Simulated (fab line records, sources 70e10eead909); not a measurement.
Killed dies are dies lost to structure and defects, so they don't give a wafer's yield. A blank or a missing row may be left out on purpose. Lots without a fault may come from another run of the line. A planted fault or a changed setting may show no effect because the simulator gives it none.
Chamber matching | flow nand_harc | NHARC_A_STAIRCASE_DESCUM_270 on rie_diel-09: 4 sister chambers
The step chemistry O2, time 3 s. 8 wafers are shown with their chamber, then 7 later ones without.

WAFERS WITH THEIR CHAMBER
wafer  | chamber | showerhead_plenum_p_Torr (Torr) | throttle_valve_pct (%)
L082.3 | 2       | 1.99                            | 11.324
L083.4 | 3       | 1.83                            | 11.305
L083.6 | 1       | 1.93                            | 11.306
L083.1 | 1       | 1.93                            | 11.328
L083.3 | 2       | 1.99                            | 11.315
L083.5 | 0       | 2.04                            | 11.319
L088.1 | 3       | 1.82                            | 11.308
L088.4 | 0       | 2.04                            | 11.318

WAFERS WITHOUT THEIR CHAMBER
wafer  | showerhead_plenum_p_Torr (Torr) | throttle_valve_pct (%)
L088.5 | 1.82                            | 11.317
L093.3 | 2.03                            | 11.315
L093.4 | 1.82                            | 11.317
L093.6 | 1.92                            | 11.321
L095.2 | 1.82                            | 11.305
L095.3 | 2.03                            | 11.308
L095.6 | 1.92                            | 11.297

WHICH CHAMBER EACH WENT THROUGH
wafer  | from the rows above | in truth
L088.5 | 3                   | 3
L093.3 | 0                   | 0
L093.4 | 3                   | 3
L093.6 | 1                   | 1
L095.2 | 3                   | 3
L095.3 | 0                   | 0
L095.6 | 1                   | 1
Placed correctly: 7 of 7. Can't be placed from these rows: 0. Placed wrongly: 0.
How it was worked out, from the rows above alone: a wafer's distance from a chamber is the root of the sum, over the readings, of the square of ((its reading less the chamber's mean) divided by the reading's scatter). The wafer belongs to the nearest chamber; if the next one is less than 2 further off, it can't be placed. A chamber's mean is the mean of its shown wafers. The scatter: the root of (the sum of the squares of (reading less its chamber's mean) over the shown wafers, divided by (wafers less chambers)).
